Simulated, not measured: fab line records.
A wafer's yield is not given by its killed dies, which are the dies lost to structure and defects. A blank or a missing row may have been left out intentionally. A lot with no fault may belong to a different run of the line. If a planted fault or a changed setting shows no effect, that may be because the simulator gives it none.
fab line records	flow n5-finfet
[record] lots = 6	wafers = 18	last-day = 18
route steps=1938 shown BEOL_M2@857 BEOL_M4@1111 PASSIVATION@1936
lots untouched by any fault: they come from a run of this same line in which no faults occurred
start-h: start of the lot's first displayed wafer, in hours after the record's first day	wait-h: how many hours have passed since the lot's step before this one	" unchanged from the row above	L1.1+2: several wafers, shown together as one row	- value missing, or start not given	* or withheld: withheld	< > ~ a bound
route shown NAME@n: NAME is a module with steps in the file, n the number in the route of the first one	usual: the fault-free wafers' mean and standard deviation	same: alike in all rows	chamber/n: place in a boat	sites: each site's reading	_std_site: standard deviation of those values	_edge_site: the outer-site mean with the inner-site mean subtracted	radius-mm: for every site, how far away it sits from the centre of the wafer	mask NAME#n: copy n	behind: tool/chamber where the wafer was last shaped	hold: cause of the lot's hold/its duration in hours/its outcome	device: transistor that didn't switch, given as n, p or np	end of line: tests run on the same wafers once the route is complete	step lacking rows: just its recipe	killed: not the wafer's yield, but the dies lost to structure and defects at the first sort	map: a wafer's dies, marking killed ones x, the rest . and places with no die _
set.NAME: the setting as run; set.NAME@STEP: as run at that earlier step	model.NAME: the simulator's own value behind a step, which no gauge read
lots at some steps of the route; a table a step, a row a wafer
services: when a tool's chamber went out of use (start-h, in hours from the record's first day, below 0 if earlier), for how many hours, and the reason
[[steps]]
[step N5_BEOL_M2_DESCUM_16]
[recipe] chemistry = O2	time-s = 7	source-power-w = 50	bias-power-w = 20	pressure-mtorr = 20	rf-frequency-hz = 2.712e+07	temp-c = 40	resist = CAR-EUV	o2-flow-sccm = 225
[step N5_BEOL_M2_ETCH_74]
[recipe] chemistry = N2/H2	target = underlayer	target-depth-a = 65	mask-material = CAR-EUV	time-s = 5.2	ion-energy-ev = 200	pressure-mtorr = 30	source-w = 840	bias-w = 150	n2-flow-sccm = 200	h2-flow-sccm = 200	ends = cleared
[usual] drypump-motor-current-A = 5.9/0.43	etch-rf-on-time-s = 5.27/0.14	oes-product-au = 0.67/0.067	rf-vpp-V = 524.7/2.9	showerhead-plenum-p-Torr = 2.57/0.11	throttle-valve-pct = 17.84/0.25
lot.wafer	tool	chamber	start-h	wait-h	drypump-motor-current-A	etch-rf-on-time-s	oes-product-au	rf-hours-counter-h	rf-vpp-V	showerhead-plenum-p-Torr	throttle-valve-pct
L305.2	rie-diel-04	1	156.20	0.0	5.8	5.44	0.58	245	525.0	2.60	17.96
L305.4	"	0	"	"	5.9	5.34	0.75	28	529.5	2.72	18.16
L305.5	"	0	"	"	5.9	5.33	0.76	-	526.6	2.72	18.12
L307.1	rie-diel-04	1	162.00	0.0	5.9	5.44	0.58	248	526.9	2.60	17.94
L307.4	"	0	"	"	5.9	5.38	0.76	31	529.5	2.72	18.12
L307.6	"	2	"	"	6.0	5.11	0.72	-	527.3	2.68	17.82
L318.2	rie-diel-06	3	236.04	0.0	6.4	5.28	0.66	152	526.9	2.65	17.93
L318.3	"	0	"	"	6.4	5.30	0.63	155	522.0	2.55	17.86
L318.5	"	1	"	"	5.7	5.50	0.65	-	522.0	2.46	17.71
L319.1	rie-diel-04	2	240.59	0.0	6.0	5.21	0.69	99	527.3	2.66	17.89
L319.2	"	0	"	"	5.9	5.41	0.71	61	528.0	2.70	18.17
L319.5	"	2	"	"	6.0	5.20	0.68	-	526.8	2.67	17.88
L322.1	rie-diel-06	0	250.02	0.0	6.4	5.28	0.62	160	522.3	2.55	17.84
L322.2	"	1	"	"	5.8	5.45	0.66	117	522.5	2.45	17.71
L322.4	"	3	"	"	6.4	5.28	0.65	157	526.8	2.65	17.96
L326.1	rie-diel-06	3	273.78	0.0	6.4	5.19	0.64	166	527.3	2.65	17.96
L326.4	"	1	"	"	5.8	5.44	0.65	126	519.8	2.45	17.73
L326.5	"	0	"	"	6.4	5.32	0.61	-	524.2	2.55	17.87
[step N5_BEOL_M2_ETCH_63]
[recipe] chemistry = CF4	target = SiARC	target-depth-a = 156	mask-material = CAR-EUV	time-s = 26	ion-energy-ev = 80	pressure-mtorr = 40	source-w = 545	bias-w = 36	Ar_flow_sccm = 100	cf4-flow-sccm = 100	ends = cleared
[usual] drypump-motor-current-A = 5.9/0.42	etch-rf-on-time-s = 26.3/0.8	oes-product-au = 0.67/0.069	rf-vpp-V = 184.2/1.3	showerhead-plenum-p-Torr = 2.16/0.078	throttle-valve-pct = 15.56/0.18
lot.wafer	tool	chamber	start-h	wait-h	drypump-motor-current-A	etch-rf-on-time-s	oes-product-au	rf-hours-counter-h	rf-vpp-V	showerhead-plenum-p-Torr	throttle-valve-pct
L305.2	rie-diel-04	1	156.22	0.0	5.8	27.6	0.58	245	183.5	2.18	15.75
L305.4	"	0	"	"	5.9	26.6	0.76	28	187.0	2.24	15.52
L305.5	"	0	"	"	5.9	26.5	0.77	-	186.4	2.24	15.52
L307.1	rie-diel-04	1	162.02	0.0	5.8	27.6	0.58	248	183.3	2.18	15.76
L307.4	"	0	"	"	5.9	26.7	0.76	31	185.1	2.24	15.53
L307.6	"	2	"	"	5.9	25.8	0.72	-	186.1	2.25	15.54
L318.2	rie-diel-06	3	236.06	0.0	6.4	26.7	0.65	152	185.3	2.24	15.59
L318.3	"	0	"	"	6.4	26.9	0.63	155	184.0	2.15	15.53
L318.5	"	1	"	"	5.7	27.8	0.66	-	183.7	2.07	15.46
L319.1	rie-diel-04	2	240.61	0.0	5.9	26.0	0.69	99	184.4	2.24	15.61
L319.2	"	0	"	"	5.9	26.9	0.71	61	184.7	2.23	15.60
L319.5	"	2	"	"	6.0	25.7	0.69	-	184.0	2.24	15.59
L322.1	rie-diel-06	0	250.04	0.0	6.4	26.5	0.62	160	183.1	2.15	15.55
L322.2	"	1	"	"	5.8	27.5	0.66	117	182.0	2.07	15.47
L322.4	"	3	"	"	6.4	26.3	0.65	157	184.6	2.23	15.60
L326.1	rie-diel-06	3	273.79	0.0	6.4	26.3	0.64	166	184.8	2.23	15.62
L326.4	"	1	"	"	5.7	27.5	0.65	126	184.7	2.07	15.49
L326.5	"	0	"	"	6.4	26.5	0.62	-	184.9	2.15	15.56
[step N5_BEOL_M2_ETCH_64]
[recipe] chemistry = N2/H2	target = SOC	target-depth-a = 750	overetch-a = 225	mask-material = SiARC	temp-c = 40	time-s = 121.9	ion-energy-ev = 200	pressure-mtorr = 30	source-w = 840	bias-w = 150	n2-flow-sccm = 200	h2-flow-sccm = 200
[usual] drypump-motor-current-A = 5.9/0.42	oes-product-au = 0.60/0.058	rf-vpp-V = 524.5/2.9	showerhead-plenum-p-Torr = 2.57/0.11	throttle-valve-pct = 17.80/0.25
lot.wafer	tool	chamber	start-h	wait-h	drypump-motor-current-A	oes-product-au	rf-hours-counter-h	rf-vpp-V	showerhead-plenum-p-Torr	throttle-valve-pct
L305.2	rie-diel-04	1	156.25	0.0	5.9	0.53	245	526.7	2.60	17.92
L305.4	"	0	"	"	5.9	0.68	28	529.2	2.72	18.08
L305.5	"	0	"	"	5.9	0.69	-	528.8	2.72	18.10
L307.1	rie-diel-04	1	162.05	0.0	5.9	0.53	248	524.7	2.60	17.94
L307.4	"	0	"	"	5.9	0.67	31	528.1	2.72	18.09
L307.6	"	2	"	"	6.0	0.64	-	527.2	2.68	17.77
L318.2	rie-diel-06	3	236.09	0.0	6.4	0.58	152	526.3	2.65	17.91
L318.3	"	0	"	"	6.4	0.56	155	523.4	2.55	17.80
L318.5	"	1	"	"	5.8	0.60	-	522.9	2.46	17.66
L319.1	rie-diel-04	2	240.63	0.0	6.0	0.61	99	527.8	2.66	17.84
L319.2	"	0	"	"	5.9	0.64	61	527.5	2.70	18.15
L319.5	"	2	"	"	6.0	0.60	-	527.5	2.66	17.82
L322.1	rie-diel-06	0	250.06	0.0	6.4	0.56	161	523.2	2.55	17.80
L322.2	"	1	"	"	5.8	0.61	117	520.7	2.45	17.68
L322.4	"	3	"	"	6.4	0.58	157	527.0	2.65	17.93
L326.1	rie-diel-06	3	273.82	0.0	6.4	0.58	166	526.6	2.65	17.92
L326.4	"	1	"	"	5.8	0.59	126	520.6	2.45	17.68
L326.5	"	0	"	"	6.4	0.56	-	523.4	2.55	17.83
[step N5_BEOL_M2_STRIP_65]
[recipe] chemistry = N2/H2	temp-c = 40	n2-flow-sccm = 200	h2-flow-sccm = 200	rf-frequency-hz = 6e+07
[step N5_BEOL_M2_STRIP_75]
[recipe] chemistry = N2/H2	temp-c = 40	n2-flow-sccm = 200	h2-flow-sccm = 200	rf-frequency-hz = 6e+07
[step N5_BEOL_M2_STRIP_66]
[recipe] chemistry = CF4	resist = SiARC	power-w = 300	bias-power-w = 75	pressure-mtorr = 50	cf4-flow-sccm = 150	rf-frequency-hz = 6e+07
[step N5_BEOL_M2_HM_OPEN_17]
[recipe] chemistry = Cl2/BCl3	target-depth-a = 200	overetch-a = 60	target = TiN	mask-material = SOC	ion-energy-ev = 150	pressure-mtorr = 10	icp-w = 1000	bias-w = 126	Cl2_flow_sccm = 53.25	bcl3-flow-sccm = 21.75	Ar_flow_sccm = 25
[usual] bcl3-flow-sccm = 21.75/0.061	drypump-motor-current-A = 5.7/0.35	oes_ar_750_au = 0.75/0.13	oes-product-au = 0.64/0.11	throttle-valve-pct = 22.25/0.19
lot.wafer	tool	chamber	start-h	wait-h	bcl3-flow-sccm	drypump-motor-current-A	oes_ar_750_au	oes-product-au	rf-hours-counter-h	throttle-valve-pct
L305.2	rie-metal-02	1	156.42	0.0	21.79	5.8	0.68	0.53	119	22.41
L305.4	"	0	"	"	21.68	5.8	0.59	0.50	-	22.48
L305.5	"	0	"	"	21.65	5.8	0.60	0.50	-	22.48
L307.1	rie-metal-03	1	162.22	0.0	21.81	5.3	0.63	0.54	120	22.38
L307.4	"	1	"	"	21.78	5.3	0.62	0.53	-	22.37
L307.6	"	0	"	"	21.75	5.9	0.78	0.68	-	22.29
L318.2	rie-metal-03	0	236.29	0.1	21.71	5.9	0.76	0.65	-	22.32
L318.3	"	0	"	"	21.71	5.9	0.76	0.66	-	22.30
L318.5	"	0	"	"	21.74	5.9	0.76	0.66	-	22.32
L319.1	rie-metal-02	1	240.81	0.0	21.63	5.8	0.67	0.54	128	22.40
L319.2	"	0	"	"	21.86	5.8	0.94	0.78	5	22.17
L319.5	"	0	"	"	21.78	5.8	0.93	0.80	-	22.15
L322.1	rie-metal-02	0	250.24	0.0	21.76	5.8	0.92	0.78	7	22.17
L322.2	"	0	"	"	21.80	5.8	0.91	0.78	-	22.17
L322.4	"	0	"	"	21.68	5.8	0.92	0.78	-	22.17
L326.1	rie-metal-01	0	273.99	0.0	21.77	6.2	0.93	0.78	8	21.69
L326.4	"	0	"	"	21.74	6.2	0.93	0.78	-	21.66
L326.5	"	1	"	"	21.74	5.0	0.65	0.54	-	22.26
[step N5_BEOL_M2_STRIP_19]
[recipe] chemistry = O2	power-w = 400	temp-c = 40	pressure-mtorr = 30	rf-frequency-hz = 6e+07	bias-power-w = 0	overash-fraction = 0.2	o2-flow-sccm = 225
[usual] drypump-motor-current-A = 6.0/0.44	o2-flow-sccm = 225.0/0.66	oes-product-au = 0.79/0.091	rf-vpp-V = 3.6/0.48	showerhead-plenum-p-Torr = 2.11/0.074	throttle-valve-pct = 16.63/0.21
[same] bias-power-w = 0
lot.wafer	tool	chamber	start-h	wait-h	drypump-motor-current-A	o2-flow-sccm	oes-product-au	rf-hours-counter-h	rf-vpp-V	showerhead-plenum-p-Torr	throttle-valve-pct
L305.2	rie-diel-04	0	156.53	0.1	5.9	226.0	0.90	28	2.6	2.22	16.69
L305.4	"	1	"	"	5.8	224.7	0.70	245	3.2	2.14	16.81
L305.5	"	0	"	"	5.9	224.7	0.90	-	3.6	2.22	16.68
L307.1	rie-diel-04	0	162.35	0.1	5.9	225.7	0.90	31	4.3	2.22	16.68
L307.4	"	3	"	"	5.8	224.3	0.69	241	3.7	1.99	16.54
L307.6	"	2	"	"	5.9	225.5	0.84	-	4.2	2.20	16.52
L318.2	rie-diel-06	1	236.46	0.1	5.8	225.4	0.79	111	3.5	2.04	16.56
L318.3	"	0	"	"	6.4	225.1	0.73	155	3.0	2.09	16.48
L318.5	"	2	"	"	4.9	223.1	0.70	-	4.2	2.08	16.81
L319.1	rie-diel-02	1	241.02	0.2	6.3	225.6	0.81	78	3.5	2.12	16.65
L319.2	"	2	"	"	5.9	225.1	0.99	2	3.5	2.06	16.32
L319.5	"	1	"	"	6.3	225.4	0.81	-	4.1	2.12	16.65
L322.1	rie-diel-06	2	250.44	0.2	4.9	224.9	0.70	240	3.0	2.08	16.82
L322.2	"	1	"	"	5.7	224.8	0.78	117	3.4	2.03	16.58
L322.4	"	3	"	"	6.4	225.0	0.75	157	2.9	2.19	16.69
L326.1	rie-diel-04	2	274.10	0.1	6.0	225.9	0.79	112	2.8	2.18	16.60
L326.4	"	1	"	"	5.9	225.3	0.90	29	3.2	2.13	16.44
L326.5	"	0	"	"	5.9	223.7	0.84	-	4.0	2.20	16.77
[step N5_BEOL_M2_CD_MEAS_18]
[recipe] pitch-nm = 36	target-cd-nm = 18
[usual] cd-nm = 18.2/0.41
lot.wafer	tool	chamber	start-h	wait-h	cd-nm
L305.2	cd-sem-03	-	156.61	0.1	18.9
L305.4	"	-	"	"	17.9
L305.5	"	-	"	"	18.0
L307.1	cd-sem-01	-	162.42	0.0	18.2
L307.4	"	-	"	"	17.9
L307.6	"	-	"	"	18.3
L318.2	cd-sem-02	-	236.53	0.1	17.6
L318.3	"	-	"	"	18.0
L318.5	"	-	"	"	18.0
L319.1	cd-sem-03	-	241.09	0.0	18.5
L319.2	"	-	"	"	18.5
L319.5	"	-	"	"	18.3
L322.1	cd-sem-02	-	250.51	0.0	18.7
L322.2	"	-	"	"	18.6
L322.4	"	-	"	"	18.4
L326.1	cd-sem-02	-	274.17	0.0	18.0
L326.4	"	-	"	"	18.1
L326.5	"	-	"	"	17.9
[step N5_BEOL_M2_COAT_67]
[recipe] resist = SOC	temp-c = 250	time-s = 60	spin-rpm = 1500	resist-thk-nm = 60
[step N5_BEOL_M2_COAT_68]
[recipe] resist = SiARC	temp-c = 220	time-s = 60	spin-rpm = 1500	resist-thk-nm = 12
[step N5_BEOL_M2_COAT_76]
[recipe] resist = underlayer	temp-c = 205	time-s = 60	spin-rpm = 1500	resist-thk-nm = 5
[usual] heater-power-total-W = 391.8/1.2	plate-temp-C = 205.00/0.16
lot.wafer	tool	chamber	start-h	wait-h	heater-power-total-W	plate-temp-C
L305.2	litho-track-02	0	156.65	-	391.0	204.77
L305.4	"	0	"	"	391.4	204.83
L305.5	"	0	"	"	390.3	205.12
L307.1	litho-track-01	0	162.46	-	389.4	205.00
L307.4	"	0	"	"	390.6	205.22
L307.6	"	0	"	"	393.8	205.01
L318.2	litho-track-01	0	236.57	-	407.9	212.36
L318.3	"	0	"	"	407.6	212.28
L318.5	"	0	"	"	407.1	212.24
L319.1	litho-track-01	0	241.14	-	411.3	212.39
L319.2	"	0	"	"	407.5	212.35
L319.5	"	0	"	"	409.0	212.19
L322.1	litho-track-05	0	250.55	-	391.4	205.00
L322.2	"	0	"	"	393.1	205.04
L322.4	"	0	"	"	393.0	204.69
L326.1	litho-track-05	0	274.22	-	389.5	205.07
L326.4	"	0	"	"	391.1	204.90
L326.5	"	0	"	"	393.6	204.91
[step N5_BEOL_M2_COAT_22]
[recipe] resist = CAR-EUV	spin-rpm = 1500	resist-thk-nm = 30
[step N5_BEOL_M4_RC_MEAS_101]
[usual] DIBL_N = 37.2/2.5	DIBL_P = 38/3	IOFF_N = 0.17/0.044	IOFF_P = 0.24/0.059	ION_N = 667/13	ION_P = 461/7.9	SS_N = 71.8/0.86	SS_P = 73.6/0.92	VT_N = 250/4.1	VT_P = -249/3.9
lot.wafer	tool	chamber	start-h	wait-h	DIBL_N[mV/V]	DIBL_P[mV/V]	IOFF_N[nA/um]	IOFF_P[nA/um]	ION_N[uA/um]	ION_P[uA/um]	SS_N[mV/dec]	SS_P[mV/dec]	VT_N[mV]	VT_P[mV]
L305.2	prober-01	0	203.35	0.2	33.8	35	0.11	0.16	638	445	71.5	73.7	256	-252
L305.4	"	0	"	"	36.5	39	0.17	0.25	674	462	71.5	74.5	248	-249
L305.5	"	0	"	"	35.1	37	0.15	0.21	673	458	70.7	73.8	249	-250
L307.1	prober-02	0	203.44	0.0	34.0	32	0.10	0.15	645	453	70.5	72.7	256	-253
L307.4	"	0	"	"	34.9	34	0.12	0.19	653	456	70.8	72.9	255	-250
L307.6	"	0	"	"	30.7	29	0.07	0.11	639	451	69.5	71.3	261	-257
L318.2	prober-01	0	274.08	0.2	38.3	42	0.20	0.33	664	468	72.6	74.3	249	-243
L318.3	"	0	"	"	36.3	39	0.17	0.27	669	461	72.1	73.7	250	-244
L318.5	"	0	"	"	38.5	41	0.21	0.32	682	473	71.9	75.2	247	-243
L319.1	prober-01	0	276.53	0.0	40.0	40	0.20	0.26	672	458	72.8	74.0	251	-247
L319.2	"	0	"	"	35.9	36	0.14	0.22	673	465	70.9	73.0	250	-250
L319.5	"	0	"	"	38.8	39	0.21	0.27	686	462	72.5	73.9	246	-249
L322.1	prober-01	0	287.56	0.0	37.8	39	0.18	0.26	665	455	71.2	74.3	251	-249
L322.2	"	0	"	"	32.8	34	0.11	0.17	665	457	69.9	72.4	255	-254
L322.4	"	0	"	"	38.9	41	0.22	0.31	675	470	72.3	75.3	249	-244
L326.1	prober-02	0	314.09	0.0	31.5	33	0.09	0.15	642	449	70.5	72.2	260	-256
L326.4	"	0	"	"	34.6	34	0.13	0.17	657	447	70.6	72.6	256	-253
L326.5	"	0	"	"	35.4	35	0.14	0.18	660	454	71.4	72.5	252	-253
[step N5_PASSIVATION_PROBE_49]
[usual] defect-limited-yield = 91.5/1.4	killed_at_M0_to_M3 = 32/11	killed_at_M4_up = 12/4.4	killed-at-contacts = 13/6.1	killed-at-front-end = 39/12	killed-at-other = 3.9/3	killed-dies = 100/17	killed-open = 66/12	killed-short = 33/7.4	sort_bin_5_function = 5.0/0.95	sort_bin_6_memory = 3.2/0.66	sort_bin_8_speed = 0.0/0.33	sort-n-pass = 1079/17	sort-yield-pct = 91.4/1.5
[same] gross-dies = 1180	killed-at-back-side = 0	sort_bin_4_leakage[%] = 0
lot.wafer	tool	chamber	start-h	wait-h	defect-limited-yield[%]	killed_at_M0_to_M3	killed_at_M4_up	killed-at-contacts	killed-at-front-end	killed-at-other	killed-dies	killed-open	killed-short	sort_bin_5_function[%]	sort_bin_6_memory[%]	sort_bin_8_speed[%]	sort-n-pass	sort-yield-pct[%]
L305.2	prober-01	-	309.02	0.1	91.6	22	16	14	45	2	99	56	36	4.5	3.1	0.5	1075	91.1
L305.4	prober-01	-	309.12	0.2	91.9	33	6	8	46	2	95	64	30	4.9	2.8	0	1085	91.9
L305.5	prober-01	-	309.17	0.2	92.3	12	17	20	41	1	91	63	27	4.7	2.7	0	1089	92.3
L318.2	prober-01	-	374.32	0.1	89.5	35	14	20	52	3	124	88	35	5.9	4.2	0	1056	89.5
L318.3	prober-01	-	374.37	0.1	90.3	39	16	12	45	2	114	78	32	5.5	3.6	0	1066	90.3
L318.5	prober-01	-	374.47	0.2	90.3	39	16	11	45	3	114	76	36	5.8	3.5	0	1066	90.3
L319.1	prober-01	-	392.11	0.0	92.0	32	14	19	27	2	94	57	37	4.7	3.2	0	1086	92.0
L319.2	prober-01	-	392.16	0.1	92.3	43	9	16	21	2	91	56	34	4.2	3.2	0	1089	92.3
L319.5	prober-01	-	392.31	0.2	92.3	22	17	13	35	4	91	57	33	4.4	3.1	0	1089	92.3
L322.1	prober-02	-	394.03	0.0	89.4	30	20	7	66	2	125	90	30	6.4	3.9	0	1055	89.4
L322.2	prober-02	-	394.08	0.1	91.9	24	20	9	41	2	96	66	24	5.5	2.1	0	1084	91.9
L322.4	prober-02	-	394.18	0.2	90.2	46	17	7	43	3	116	76	32	5.7	3.8	0	1064	90.2
// killed by level:class
L305.2 MOL_CONTACT_COAG:geometric-particle:open=11 DUMMY_GATE:geometric-particle:open=6 GATE_CUT:geometric-particle:short=6 HKMG_FIN:area-etch=6 FIN_SAQP:geometric-particle:short=5 ILD0:geometric-particle:short=5 BEOL_M0_SAQP:geometric-particle:short=5 BEOL_M1:geometric-particle:open=5
L305.4 STI_FIN_REVEAL:geometric-particle:open=17 BEOL_M2:geometric-particle:open=11 BEOL_M1:geometric-particle:open=10 GATE_CUT:geometric-particle:open=6 GATE_CUT:geometric-particle:short=6 STI_FIN_REVEAL:geometric-particle:short=4 MOL_CONTACT_COAG:geometric-particle:short=4 BEOL_M0_SAQP:geometric-particle:short=4
L305.5 MOL_CONTACT_COAG:geometric-particle:open=16 FIN_SAQP:geometric-particle:open=7 DUMMY_GATE:geometric-particle:open=7 FIN_SAQP:geometric-particle:short=6 GATE_CUT:geometric-particle:short=6 BEOL_M4:geometric-particle:open=6 BEOL_M5:geometric-particle:open=5 STI_FIN_REVEAL:geometric-particle:open=4
L318.2 MOL_CONTACT_COAG:geometric-particle:open=16 FIN_SAQP:geometric-particle:short=12 STI_FIN_REVEAL:geometric-particle:open=11 BEOL_M0_SAQP:geometric-particle:open=8 BEOL_M2:geometric-particle:open=8 FIN_SAQP:geometric-particle:open=7 BEOL_M4:geometric-particle:open=6 BEOL_M3:geometric-particle:open=6
L318.3 STI_FIN_REVEAL:geometric-particle:open=11 MOL_CONTACT_COAG:geometric-particle:open=9 BEOL_M0_SAQP:geometric-particle:open=8 GATE_CUT:geometric-particle:short=7 BEOL_M0:geometric-particle:open=7 BEOL_M1:geometric-particle:open=7 FIN_SAQP:geometric-particle:open=6 FIN_SAQP:geometric-particle:short=5
L318.5 STI_FIN_REVEAL:geometric-particle:open=24 BEOL_M1:geometric-particle:open=11 BEOL_M0:geometric-particle:short=6 BEOL_M0_SAQP:geometric-particle:short=5 DUMMY_GATE:geometric-particle:open=5 MOL_CONTACT_COAG:geometric-particle:open=5 MOL_CONTACT_COAG:geometric-particle:short=5 BEOL_M4:geometric-particle:open=5
L319.1 MOL_CONTACT_COAG:geometric-particle:open=14 BEOL_M0_SAQP:geometric-particle:short=8 GATE_CUT:geometric-particle:short=6 BEOL_M2:geometric-particle:open=6 BEOL_M4:geometric-particle:open=6 MOL_CONTACT_COAG:geometric-particle:short=5 STI_FIN_REVEAL:geometric-particle:open=4 GATE_CUT:geometric-particle:open=4
L319.2 MOL_CONTACT_COAG:geometric-particle:open=12 BEOL_M1:geometric-particle:open=11 BEOL_M0_SAQP:geometric-particle:short=8 BEOL_M0_SAQP:geometric-particle:open=8 GATE_CUT:geometric-particle:open=6 BEOL_M5:geometric-particle:open=5 BEOL_M3:geometric-particle:open=5 DUMMY_GATE:geometric-particle:open=4
L319.5 MOL_CONTACT_COAG:geometric-particle:open=10 BEOL_M4:geometric-particle:open=10 GATE_CUT:geometric-particle:short=8 FIN_SAQP:geometric-particle:short=6 BEOL_M3:geometric-particle:open=6 BEOL_M0_SAQP:geometric-particle:short=6 STI_FIN_REVEAL:geometric-particle:open=5 GATE_CUT:geometric-particle:open=5
L322.1 FIN_SAQP:geometric-particle:open=28 STI_FIN_REVEAL:geometric-particle:open=13 BEOL_M4:geometric-particle:open=7 DUMMY_GATE:geometric-particle:open=6 BEOL_M1:geometric-particle:open=6 FIN_SAQP:geometric-particle:short=5 MOL_CONTACT_COAG:geometric-particle:open=5 BEOL_M0_SAQP:geometric-particle:short=5
L322.2 STI_FIN_REVEAL:geometric-particle:open=15 FIN_SAQP:geometric-particle:open=9 BEOL_M4:geometric-particle:open=8 MOL_CONTACT_COAG:geometric-particle:open=6 GATE_CUT:geometric-particle:short=5 BEOL_M0_SAQP:geometric-particle:open=5 BEOL_M3:geometric-particle:open=5 BEOL_M0_SAQP:geometric-particle:short=4
L322.4 BEOL_M0_SAQP:geometric-particle:open=11 BEOL_M3:geometric-particle:open=11 STI_FIN_REVEAL:geometric-particle:open=10 BEOL_M4:geometric-particle:open=9 MOL_CONTACT_COAG:geometric-particle:open=6 BEOL_M0_SAQP:geometric-particle:short=6 FIN_SAQP:geometric-particle:short=5 DUMMY_GATE:geometric-particle:open=4
[[services]]
tool	chamber	start-h	hours	kind
rie-diel-04	-	137.64	1.0	repair
rie-metal-02	1	144.34	5.8	repair
rie-metal-03	-	145.86	2.8	pm
rie-diel-02	-	158.13	14.6	pm
rie-metal-02	0	163.95	-	clean
rie-metal-02	0	163.95	11.3	scheduled-down
rie-metal-02	0	163.95	11.3	vent-cycle
rie-diel-04	1	166.78	-	clean
rie-diel-04	1	166.78	-	consumable-replace:focus-ring
rie-diel-04	1	166.78	21.4	scheduled-down
rie-diel-04	1	166.78	21.4	vent-cycle
rie-metal-03	1	176.82	6.0	repair
rie-diel-04	3	188.31	-	clean
rie-diel-04	3	188.31	-	consumable-replace:focus-ring
rie-diel-04	3	188.31	-	consumable-replace:showerhead
rie-diel-04	3	188.31	15.4	scheduled-down
rie-diel-04	3	188.31	15.4	vent-cycle
rie-diel-06	2	189.17	6.4	repair
rie-metal-03	0	191.21	15.5	repair
rie-diel-06	-	195.09	0.2	repair
litho-track-01	-	200.60	-	consumable-replace:filter
rie-metal-02	1	242.07	-	clean
rie-metal-02	1	242.07	20.0	scheduled-down
rie-metal-02	1	242.07	20.0	vent-cycle
[[key]]
[first-sign] step = N5_BEOL_M2_COAT_76	reading = plate-temp-C	direction = up	sigmas = 47	usual = *	struck = *
[effect] step = N5_BEOL_M2_COAT_76	reading = heater-power-total-W	direction = up	sigmas = 13	usual = *	struck = *
met-at N5_BEOL_M2_COAT_76
struck-wafers L318.2,L318.3,L318.5,L319.1,L319.2,L319.5
onset-between 162.46 236.57
[fault] kind = process-parameter-drift	tool = litho-track-01	chamber = -	onset-h = 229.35	steps = N5_BEOL_M2_COAT_76	channel = temp-c	offset = *	shape = step	end-h = 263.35	acts-in = *	stated = *
